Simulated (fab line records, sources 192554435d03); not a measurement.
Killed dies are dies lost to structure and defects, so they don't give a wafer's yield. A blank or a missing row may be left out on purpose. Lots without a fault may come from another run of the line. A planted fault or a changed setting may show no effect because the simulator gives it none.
Chamber matching | flow n5_finfet | N5_MOL_CONTACT_COAG_ETCH_90 on rie_diel-04: 4 sister chambers
The step etches SiARC in CF4, target depth 13 nm, time 21.7 s. 4 wafers are shown with their chamber, then 10 later ones without.

WAFERS WITH THEIR CHAMBER
wafer  | chamber | drypump_motor_current_A (A)
L089.1 | 0       | 5.5
L089.6 | 1       | 5.8
L090.1 | 2       | 4.7
L090.2 | 3       | 5.6

WAFERS WITHOUT THEIR CHAMBER
wafer  | drypump_motor_current_A (A)
L090.4 | 5.8
L091.4 | 5.8
L091.5 | 5.8
L091.6 | 5.5
L094.1 | 5.7
L094.3 | 5.6
L094.5 | 4.7
L096.3 | 5.6
L096.5 | 5.6
L096.6 | 4.7

WHICH CHAMBER EACH WENT THROUGH
wafer  | from the rows above     | in truth
L090.4 | 1                       | 1
L091.4 | 1                       | 1
L091.5 | 1                       | 1
L091.6 | 0                       | 0
L094.1 | can't be placed: 1 or 3 | 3
L094.3 | 3                       | 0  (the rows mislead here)
L094.5 | 2                       | 2
L096.3 | 3                       | 3
L096.5 | 3                       | 3
L096.6 | 2                       | 2
Placed correctly: 8 of 10. Can't be placed from these rows: 1 (the true chamber is among the candidates in 1). Placed wrongly: 1.
How it was worked out, from the rows above alone: a wafer's distance from a chamber is the root of the sum, over the readings, of the square of ((its reading less the chamber's mean) divided by the reading's scatter). The wafer belongs to the nearest chamber; if the next one is less than 2 further off, it can't be placed. A chamber's mean is the mean of its shown wafers. The scatter: with one shown wafer a chamber, the root of the mean of the squares of how far each hidden wafer lies from its nearest shown one.
